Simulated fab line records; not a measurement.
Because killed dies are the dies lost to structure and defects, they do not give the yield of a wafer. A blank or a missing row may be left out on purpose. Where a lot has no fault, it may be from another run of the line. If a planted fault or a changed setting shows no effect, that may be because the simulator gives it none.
fab line records | flow n5_finfet
record: lots: 5 | wafers: 15 | last_day: 17
route steps=1938 shown FIN_CUT@178 STI_FIN_REVEAL@183 DUMMY_GATE@212 BEOL_M4@1111 PASSIVATION@1936
lots that met no fault: taken from a fault-free run of the same line
start_h: start of the lot's first displayed wafer, in hours after the record's first day | wait_h: how many hours have passed since the lot's step before this one | " repeats the value in the row above | L1.1+2: a row that stands for several wafers | - value missing, or start not given | * or withheld: withheld | < > ~ a bound
route shown NAME@n: names a module that has steps shown in the file, with the first one's number in the route | usual: mean and standard deviation over wafers with no fault | same: alike in all rows | chamber/n: place in a boat | sites: the reading at each site | _std_site: standard deviation of those values | _edge_site: the outer-site mean with the inner-site mean subtracted | radius_mm: for every site, how far away it sits from the centre of the wafer | mask NAME#n: copy n | behind: the most recent tool/chamber to have shaped the wafer | hold: what put the lot on hold/how long, in hours/how the hold closed | device: names the non-switching transistor (n, p or np) | end of line: at the end of the route, the tests of the same wafers | a step without rows: its recipe alone | killed: the dies lost at the first sort to structure and to defects; this is not the yield of the wafer | map: a wafer's dies, x killed, . not, _ none there
set.NAME: the setting the step ran with; set.NAME@STEP: the setting that earlier step ran with | model.NAME: the simulator's own value behind a step, which no gauge read
a table for each step, a row for each wafer; lots at some steps of the route
services: from which hour (start_h, from the record's first day; less than 0 if before it) a tool's chamber was out of use, for how many hours, and why
== steps ==
step: N5_FIN_CUT_STRIP_22
recipe: chemistry: N2/H2 | power_w: 500 | temp_c: 40 | pressure_mtorr: 50 | rf_frequency_hz: 6e+07 | overash_fraction: 0.3 | bias_power_w: 8 | h2_frac: 0.5 | n2_flow_sccm: 300 | h2_flow_sccm: 300
step: N5_FIN_CUT_PRECLEAN_36
recipe: chemistry: O3/DIW | time_s: 60 | temp_c: 22 | o3_ppm: 10
step: N5_FIN_CUT_SRD_32
recipe: dry: ipa_marangoni | time_s: 30 | temp_c: 23 | rinse_liquid: diw
step: N5_FIN_CUT_UV_OZONE_34
recipe: time_s: 120 | pressure_torr: 760 | temp_c: 25
step: N5_STI_FIN_REVEAL_ALD_00
recipe: material: SiO2 | target_thk_a: 10 | temp_c: 300 | ald_precursor_family: BDEAS | ald_co_reactant: O2-plasma | pulse_time_s: 1 | pressure_torr: 2
step: N5_STI_FIN_REVEAL_ALD_14
recipe: material: Si3N4 | target_thk_a: 30 | temp_c: 400 | ald_precursor_family: SiH2I2 | ald_co_reactant: N2/H2-plasma | pressure_torr: 2
step: N5_STI_FIN_REVEAL_FCVD_FILL_01
recipe: material: SiO2_flowable | target_thk_a: 3120 | temp_c: 100 | pressure_torr: 0.8 | rf_w: 2000 | time_s: 512.2
step: N5_STI_FIN_REVEAL_DENSIFY_02
recipe: temp_c: 650 | ambient: steam | time_s: 1800 | idle_temp_c: 400 | densification_p_h2o_torr: 640
step: N5_STI_FIN_REVEAL_CMP_04
recipe: stop_on: Si3N4 | t_overpolish_s: 4 | down_force_psi: 2 | platen_rpm: 54.18 | post_cmp_clean: alkaline_brush | pad_velocity_m_s: 1.078 | target_thk_nm: 131.83
step: N5_STI_FIN_REVEAL_DENSIFY_30
recipe: temp_c: * | time_s: * | ambient: N2 | idle_temp_c: 600 | ramp_up_c_per_s: 150 | ramp_down_c_per_s: 60 | cool_to_c: 600
step: N5_STI_FIN_REVEAL_ETCHBACK_08
recipe: chemistry: C4F6/O2 | target: SiO2 | target_depth_a: 305 | time_s: 10.167 | ion_energy_ev: 250 | pressure_mtorr: 30 | source_w: 345 | bias_w: 185 | Ar_flow_sccm: 300 | C4F6_flow_sccm: 10 | O2_flow_sccm: 10
usual: bias_w: 185.1/0.56 | drypump_motor_current_A: 5.6/0.54 | oes_product_au: 0.78/0.08 | rf_vpp_V: 664/14 | showerhead_plenum_p_Torr: 2.84/0.11 | throttle_valve_pct: 21.28/0.18
lot.wafer | tool        | chamber | start_h | wait_h | bias_w | drypump_motor_current_A | oes_product_au | rf_hours_counter_h | rf_vpp_V | showerhead_plenum_p_Torr | throttle_valve_pct
L758.1    | rie_diel-04 | 1       | 81.67   | 0.2    | 185.3  | 5.8                     | 0.95           | 6                  | 641      | 2.92                     | 21.42
L758.2    | "           | 0       | "       | "      | 184.1  | 6.0                     | 0.78           | 108                | 658      | 2.98                     | 21.26
L758.5    | "           | 3       | "       | "      | 185.1  | 4.9                     | 0.76           | -                  | 670      | 2.76                     | 21.40
L765.2    | rie_diel-04 | 3       | 124.07  | 0.2    | 184.8  | 4.9                     | 0.75           | 138                | 669      | 2.75                     | 21.44
L765.5    | "           | 1       | "       | "      | 185.1  | 5.8                     | 0.91           | -                  | 641      | 2.92                     | 21.43
L765.6    | "           | 0       | "       | "      | 186.0  | 6.0                     | 0.76           | -                  | 658      | 2.98                     | 21.29
L766.2    | rie_diel-04 | 1       | 131.49  | 0.2    | 185.0  | 5.8                     | 0.90           | 24                 | 641      | 2.92                     | 21.43
L766.3    | "           | 0       | "       | "      | 184.3  | 6.0                     | 0.75           | 126                | 657      | 2.98                     | 21.29
L766.5    | "           | 1       | "       | "      | 185.8  | 5.8                     | 0.91           | -                  | 640      | 2.92                     | 21.43
L767.1    | rie_diel-04 | 0       | 135.42  | 0.2    | 185.1  | 6.0                     | 0.75           | 127                | 657      | 2.98                     | 21.28
L767.4    | "           | 0       | "       | "      | 184.8  | 6.1                     | 0.76           | -                  | 658      | 2.97                     | 21.29
L767.6    | "           | 3       | "       | "      | 184.2  | 5.0                     | 0.74           | -                  | 669      | 2.75                     | 21.44
L773.1    | rie_diel-05 | 2       | 172.67  | 0.2    | 185.4  | 6.5                     | 0.80           | 126                | 691      | 2.84                     | 20.99
L773.2    | "           | 0       | "       | "      | 184.4  | 5.7                     | 0.74           | 180                | 674      | 2.81                     | 21.41
L773.5    | "           | 2       | "       | "      | 184.7  | 6.5                     | 0.81           | -                  | 688      | 2.84                     | 20.98
step: N5_STI_FIN_REVEAL_STRIP_24
recipe: chemistry: N2/H2 | time_s: 90 | power_w: 100 | temp_c: 40 | pressure_mtorr: 100 | rf_frequency_hz: 6e+07 | bias_power_w: 3 | n2_flow_sccm: 300 | h2_flow_sccm: 300
step: N5_STI_FIN_REVEAL_PRECLEAN_25
recipe: chemistry: SPM | time_s: 90 | temp_c: 120 | mix: 4:1
step: N5_STI_FIN_REVEAL_PRECLEAN_26
recipe: chemistry: SC1 | time_s: 45 | temp_c: 46 | mix: 1:2:100
step: N5_STI_FIN_REVEAL_PRECLEAN_29
recipe: chemistry: DHF | time_s: 30 | temp_c: 25 | dilution: 300:1
step: N5_STI_FIN_REVEAL_SRD_12
recipe: time_s: 30 | temp_c: 23 | rinse_liquid: diw | dry: ipa_marangoni
step: N5_STI_FIN_REVEAL_RECESS_09
recipe: chemistry: HF/NH3 | target: SiO2 | afs_cycles: 11 | target_depth_a: 425 | temp_c: 30 | sublimation_temp_c: 180 | sublimation_time_s: 60
step: N5_STI_FIN_REVEAL_STRIP_16
recipe: chemistry: H3PO4 | material: SiNx | temp_c: 165 | target_depth_a: 238 | overetch_fraction: 0.4964 | dry: ipa_marangoni
step: N5_STI_FIN_REVEAL_PRECLEAN_17
recipe: chemistry: NF3:NH3 | afs_cycles: 1 | temp_c: 30 | time_s: 20 | sublimation_temp_c: 180 | sublimation_time_s: 60 | pressure_torr: 3 | rf_power_w: 30
step: N5_STI_FIN_REVEAL_ETCH_34
recipe: chemistry: H2 | mode: isotropic | material: Si | target: Si | target_depth_a: 9.7 | temp_c: 20 | pressure_mtorr: 4.5 | icp_w: 300 | bias_w: 0 | h2_flow_sccm: 7.5 | he_flow_sccm: 142.5
step: N5_STI_FIN_REVEAL_OXIDATION_31
recipe: chemistry: O2_PLASMA_REMOTE | temp_c: 150 | time_s: 20 | pressure_mtorr: 1000 | source_power_w: 2000 | o2_flow_sccm: 3000
step: N5_STI_FIN_REVEAL_PRECLEAN_32
recipe: chemistry: NF3:NH3 | afs_cycles: 1 | temp_c: 30 | time_s: 20 | sublimation_temp_c: 180 | sublimation_time_s: 60 | pressure_torr: 3 | rf_power_w: 30
step: N5_STI_FIN_REVEAL_STRIP_35
recipe: chemistry: H3PO4 | material: Si3N4 | temp_c: 165 | target_depth_a: 40 | time_s: 39
step: N5_STI_FIN_REVEAL_SRD_21
recipe: dry: ipa_marangoni | time_s: 30 | temp_c: 23 | rinse_liquid: diw
step: N5_STI_FIN_REVEAL_OXIDATION_33
recipe: chemistry: O2_PLASMA_REMOTE | temp_c: 150 | time_s: 20 | pressure_mtorr: 1000 | source_power_w: 2000 | o2_flow_sccm: 3000
step: N5_STI_FIN_REVEAL_CLEAN_19
recipe: chemistry: O3/DIW | temp_c: 25 | time_s: 120 | o3_ppm: 10
step: N5_STI_FIN_REVEAL_SRD_23
recipe: dry: ipa_marangoni | time_s: 30 | temp_c: 23 | rinse_liquid: diw
step: N5_STI_FIN_REVEAL_PRECLEAN_18
recipe: chemistry: SC2 | time_s: 45 | temp_c: 35 | mix: 1:1:50
step: N5_STI_FIN_REVEAL_SRD_28
recipe: dry: ipa_marangoni | time_s: 30 | temp_c: 23 | rinse_liquid: diw
step: N5_STI_FIN_REVEAL_INSPECT_13
recipe: inspect_instrument: darkfield | mode: post_clean
usual: raw_defect_count: 12/5
lot.wafer | tool              | chamber | start_h | wait_h | raw_defect_count
L758.1    | defect_inspect-01 | -       | 84.71   | 0.0    | 13
L758.2    | "                 | -       | "       | "      | 12
L758.5    | "                 | -       | "       | "      | 15
L765.2    | defect_inspect-02 | -       | 127.35  | 0.0    | 11
L765.5    | "                 | -       | "       | "      | 16
L765.6    | "                 | -       | "       | "      | 1284
L766.2    | defect_inspect-01 | -       | 134.65  | 0.0    | 8
L766.3    | "                 | -       | "       | "      | 1221
L766.5    | "                 | -       | "       | "      | 11
L767.1    | defect_inspect-01 | -       | 138.45  | 0.0    | 1231
L767.4    | "                 | -       | "       | "      | 1261
L767.6    | "                 | -       | "       | "      | 6
L773.1    | defect_inspect-01 | -       | 176.27  | 0.0    | 14
L773.2    | "                 | -       | "       | "      | 10
L773.5    | "                 | -       | "       | "      | 12
step: N5_DUMMY_GATE_PRECLEAN_00
recipe: chemistry: O3/DIW | time_s: 60 | temp_c: 22 | o3_ppm: 10
step: N5_BEOL_M4_RC_MEAS_101
usual: DIBL_N: 35.9/1.9 | DIBL_P: 35.8/2.4 | IOFF_N: 0.15/0.031 | IOFF_P: 0.21/0.037 | ION_N: 672/13 | ION_P: 462/8.3 | SS_N: 71.5/0.72 | SS_P: 73.2/0.67 | VT_N: 250/3.4 | VT_P: -250/3.4
lot.wafer | tool      | chamber | start_h | wait_h | DIBL_N[mV/V] | DIBL_P[mV/V] | IOFF_N[nA/um] | IOFF_P[nA/um] | ION_N[uA/um] | ION_P[uA/um] | SS_N[mV/dec] | SS_P[mV/dec] | VT_N[mV] | VT_P[mV]
L758.1    | prober-02 | 0       | 205.25  | 0.0    | 35.2         | 35.0         | 0.14          | 0.16          | 668          | 451          | 72.1         | 72.8         | 253      | -255
L758.2    | "         | 0       | "       | "      | 35.7         | 36.2         | 0.15          | 0.18          | 663          | 458          | 72.5         | 74.0         | 250      | -255
L758.5    | "         | 0       | "       | "      | 36.9         | 37.3         | 0.16          | 0.19          | 686          | 464          | 71.8         | 73.7         | 248      | -255
L765.2    | prober-01 | 0       | 256.32  | 0.2    | 36.8         | 38.0         | 0.19          | 0.25          | 689          | 482          | 71.8         | 73.1         | 247      | -244
L765.5    | "         | 0       | "       | "      | 37.3         | 39.0         | 0.20          | 0.25          | 692          | 471          | 71.9         | 74.5         | 244      | -247
L765.6    | "         | 0       | "       | "      | 37.6         | 39.7         | 0.21          | 0.28          | 685          | 469          | 72.6         | 73.5         | 245      | -243
L767.1    | prober-02 | 0       | 260.98  | 0.0    | 39.3         | 38.9         | 0.20          | 0.26          | 675          | 465          | 72.4         | 74.0         | 245      | -247
L767.4    | "         | 0       | "       | "      | 38.9         | 37.3         | 0.19          | 0.23          | 681          | 461          | 73.0         | 74.1         | 247      | -250
L767.6    | "         | 0       | "       | "      | 37.5         | 36.9         | 0.16          | 0.23          | 676          | 470          | 72.7         | 74.3         | 249      | -248
L766.2    | prober-01 | 0       | 264.47  | 0.2    | 34.8         | 33.7         | 0.13          | 0.17          | 664          | 455          | 71.0         | 73.2         | 253      | -254
L766.3    | "         | 0       | "       | "      | 35.0         | 35.1         | 0.13          | 0.19          | 668          | 458          | 70.9         | 73.4         | 250      | -251
L766.5    | "         | 0       | "       | "      | 35.1         | 35.4         | 0.15          | 0.19          | 676          | 463          | 70.8         | 73.2         | 250      | -251
L773.1    | prober-02 | 0       | 313.58  | 0.0    | 34.6         | 33.2         | 0.13          | 0.19          | 672          | 468          | 70.9         | 72.1         | 253      | -247
L773.2    | "         | 0       | "       | "      | 33.2         | 31.9         | 0.11          | 0.18          | 656          | 461          | 71.2         | 71.9         | 255      | -248
L773.5    | "         | 0       | "       | "      | 34.8         | 33.0         | 0.13          | 0.19          | 670          | 464          | 70.8         | 72.3         | 255      | -250
step: N5_PASSIVATION_PROBE_49
usual: defect_limited_yield: 91.6/1.2 | killed_at_M0_to_M3: 33/9.4 | killed_at_M4_up: 13/5.2 | killed_at_contacts: 13/5.6 | killed_at_front_end: 37/9.5 | killed_at_other: 4/3.1 | killed_dies: 99/15 | killed_on_rim: 13/3.6 | killed_open: 65/11 | killed_short: 32/7.5 | sort_bin_5_function: 4.9/0.77 | sort_bin_6_memory: 3.1/0.65 | sort_n_pass: 1081/15 | sort_yield_pct: 91.6/1.2
same: gross_dies: 1180 | killed_at_back_side: 0 | sort_bin_4_leakage[%]: 0 | sort_bin_8_speed[%]: 0
lot.wafer | tool      | chamber | start_h | wait_h | defect_limited_yield[%] | killed_at_M0_to_M3 | killed_at_M4_up | killed_at_contacts | killed_at_front_end | killed_at_other | killed_dies | killed_on_rim | killed_open | killed_short | sort_bin_5_function[%] | sort_bin_6_memory[%] | sort_n_pass | sort_yield_pct[%]
L765.2    | prober-01 | -       | 360.15  | 0.1    | 92.0                    | 38                 | 9               | 8                  | 35                  | 4               | 94          | 13            | 70          | 24           | 4.4                    | 3.2                  | 1086        | 92.0
L765.5    | prober-01 | -       | 360.30  | 0.2    | 89.6                    | 34                 | 12              | 14                 | 54                  | 9               | 123         | 14            | 67          | 56           | 6.5                    | 3.6                  | 1057        | 89.6
L765.6    | prober-01 | -       | 360.35  | 0.3    | 79.2                    | 36                 | 7               | 10                 | 183                 | 9               | 245         | 26            | 65          | 33           | 10.8                   | 5.6                  | 935         | 79.2
L767.1    | prober-01 | -       | 367.32  | 0.0    | 82.4                    | 26                 | 13              | 4                  | 161                 | 4               | 208         | 23            | 45          | 30           | 9.6                    | 4.2                  | 972         | 82.4
L767.4    | prober-01 | -       | 367.47  | 0.2    | 78.7                    | 30                 | 11              | 9                  | 199                 | 2               | 251         | 29            | 62          | 35           | 12.2                   | 5.0                  | 929         | 78.7
L767.6    | prober-01 | -       | 367.57  | 0.3    | 91.4                    | 32                 | 19              | 3                  | 45                  | 3               | 102         | 12            | 68          | 33           | 5.1                    | 3.2                  | 1078        | 91.4
L766.2    | prober-01 | -       | 374.83  | 0.1    | 90.8                    | 49                 | 14              | 16                 | 27                  | 3               | 109         | 11            | 76          | 33           | 5.8                    | 3.1                  | 1071        | 90.8
L766.3    | prober-01 | -       | 374.88  | 0.1    | 78.8                    | 39                 | 13              | 21                 | 177                 | 0               | 250         | 26            | 73          | 28           | 12.5                   | 4.9                  | 930         | 78.8
killed by level:class
L765.2 BEOL_M3:geometric_particle:open=10 MOL_CONTACT_COAG:geometric_particle:open=8 BEOL_M0:geometric_particle:open=8 FIN_SAQP:geometric_particle:short=7 FIN_SAQP:geometric_particle:open=6 BEOL_M2:geometric_particle:open=6 STI_FIN_REVEAL:geometric_particle:open=5 BEOL_M0_SAQP:geometric_particle:open=5
L765.5 FIN_SAQP:geometric_particle:short=24 MOL_CONTACT_COAG:geometric_particle:open=10 STI_FIN_REVEAL:geometric_particle:open=8 BEOL_M4:geometric_particle:open=7 FIN_SAQP:geometric_particle:open=6 BEOL_M0_SAQP:geometric_particle:open=5 BEOL_M0_SAQP:geometric_particle:short=5 BEOL_M2:geometric_particle:open=5
L765.6 STI_FIN_REVEAL:unspecified=147 BEOL_M3:geometric_particle:open=14 FIN_SAQP:geometric_particle:short=13 MOL_CONTACT_COAG:geometric_particle:open=6 BEOL_M2:geometric_particle:open=5 PASS1_CAP:geometric_particle:open=5 FIN_SAQP:geometric_particle:open=4 STI_FIN_REVEAL:geometric_particle:open=4
L767.1 STI_FIN_REVEAL:unspecified=131 BEOL_M0_SAQP:geometric_particle:short=12 STI_FIN_REVEAL:geometric_particle:open=7 BEOL_M4:geometric_particle:open=7 BEOL_M0_SAQP:geometric_particle:open=6 GATE_CUT:geometric_particle:short=4 FIN_SAQP:geometric_particle:open=3 BEOL_M1:geometric_particle:open=3
L767.4 STI_FIN_REVEAL:unspecified=148 STI_FIN_REVEAL:geometric_particle:open=12 BEOL_M0_SAQP:geometric_particle:short=9 FIN_SAQP:geometric_particle:short=8 FIN_SAQP:geometric_particle:open=8 MOL_CONTACT_COAG:geometric_particle:open=8 BEOL_M3:geometric_particle:open=7 BEOL_M4:geometric_particle:open=6
L767.6 BEOL_M4:geometric_particle:open=11 FIN_SAQP:geometric_particle:open=7 STI_FIN_REVEAL:geometric_particle:open=7 BEOL_M0_SAQP:geometric_particle:short=7 BEOL_M0_SAQP:geometric_particle:open=6 BEOL_M3:geometric_particle:open=6 FIN_SAQP:geometric_particle:short=5 GATE_CUT:geometric_particle:short=5
L766.2 BEOL_M0_SAQP:geometric_particle:open=12 MOL_CONTACT_COAG:geometric_particle:open=12 BEOL_M0_SAQP:geometric_particle:short=12 BEOL_M2:geometric_particle:open=9 STI_FIN_REVEAL:geometric_particle:open=8 BEOL_M4:geometric_particle:open=8 BEOL_M3:geometric_particle:open=7 FIN_SAQP:geometric_particle:open=6
L766.3 STI_FIN_REVEAL:unspecified=148 MOL_CONTACT_COAG:geometric_particle:open=17 BEOL_M0_SAQP:geometric_particle:short=7 BEOL_M2:geometric_particle:open=7 BEOL_M0_SAQP:geometric_particle:open=6 BEOL_M3:geometric_particle:open=6 FIN_SAQP:geometric_particle:open=5 STI_FIN_REVEAL:geometric_particle:open=5
map L765.6 (x killed, . not)
_________________x...........________________
______________..........x.xxxxx._____________
___________x.........x...xxxxxxxxxx__________
__________.......x....x.xxxxxxxxxxxx_________
________.............xx.xxxxxxxxxxxxxx_______
_______.............x.xxxxxxxxxxxxxxx..______
______...............xxxxxxxxxxxxxxx.x.._____
_____..x..x..xx.......xxxxxxxxxxxxxxxx...____
____................x.xxxxxxxxxxxxxxx.x...___
___...........x....x....xxxxxxxxxxxxx......__
___.....x.......x.x...xxxxxxxxxxxxxxxx....x__
__.x...............xx.x.x.xxxxx.xx.x...x...._
__...x.............x.......x..xxxx.........._
_..x....x.....................x.x...x........
_..x.......................x.................
_........x...x....x...x...........x.....x..x.
_x.............x.x.............x.............
_.......x....x...............................
_...............x..........x..x.....x.x......
_.x....x..............................xx.....
_.......x..x.............x.............x..x..
__..........................x..............._
__x........................x............x..._
___.x......x........x.....x................__
___.............x........x.......x...x.....__
____......x.......x................x......___
_____..x.................x..x.x..........____
______x.............xx......x.x.......x._____
_______...................x..........x.______
________.........x...................._______
__________..............xxx........._________
___________.x.x..................x.__________
______________............x....._____________
_________________.......x...x________________
map L766.3 (x killed, . not)
_________________....x..x....________________
______________x........x.xxx.xxx_____________
___________...x.......xx.x.xxxxxxxx__________
__________............xxxxxxxxxxxxxx_________
________..............xxx.xxxxxxxxx.xx_______
_______...............x.xxxxxxxxxxxxxx.______
______.x............x.xxxxxxxxxxxxxxx..._____
_____......x..........xxxxxxxxxxxxxxx.x.x____
____.................x.xxxxxxxxxxxxxx.....___
___...................xxxxxxxxxxxx.xxx...x.__
___x..x........x.......xxxxxxxxxxxxx.x.....__
__......x...............xxxxx.xxx.x..xxx...._
__.........................xxxx.........x..._
_..............x.......x......x.x......x.....
_......x....x...................x....x.....x.
_.......x.................x...x..x...........
_x...............x..x...x.......xx......x....
_...........x..x...xx........x.............x.
_......x..........x....x....x..............x.
_...........x..............x..........x......
_..........x.............x...........x.......
__.......x.....x....x..x.................x.._
__....x....x......xx...xx.....x...........x._
___.x.......x...................x.x........__
___.................x......................__
____.......x.........x....................___
_____....x.......x..........x.x.......x.x____
______.....x..............xx..x........._____
_______..............x.....x...........______
________....x......x.x....x..........._______
__________.....x.....x.............._________
___________........x...xx.x.......x__________
______________.x.........x....x._____________
_________________............________________
== services ==
tool        | chamber | start_h | hours | kind
rie_diel-05 | 3       | 71.28   | 7.9   | repair
rie_diel-04 | -       | 74.60   | 3.1   | repair
rie_diel-05 | 1       | 93.73   | 1.5   | repair
rie_diel-05 | -       | 130.49  | 0.3   | repair
rie_diel-04 | 0       | 167.03  | 32.6  | repair
== key ==
first_sign: step: N5_STI_FIN_REVEAL_INSPECT_13 | reading: raw_defect_count | direction: up | sigmas: 99+ | usual: 12 | struck: 1249
effect: step: N5_PASSIVATION_PROBE_49 | reading: killed_at_front_end | direction: up | sigmas: 15 | usual: 37 | struck: 180
more_kills_born_at: N5_STI_FIN_REVEAL_ETCHBACK_08@rie_diel-04: 574
met_at N5_STI_FIN_REVEAL_ETCHBACK_08
struck_wafers L765.6,L766.3,L767.1,L767.4
onset_between 81.67 124.07
fault: kind: chamber_particle_source | tool: rie_diel-04 | chamber: 0 | onset_h: 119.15 | steps: N5_STI_FIN_REVEAL_ETCHBACK_08 | rate_per_visit_cm2: 1.8823 | end_h: 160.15
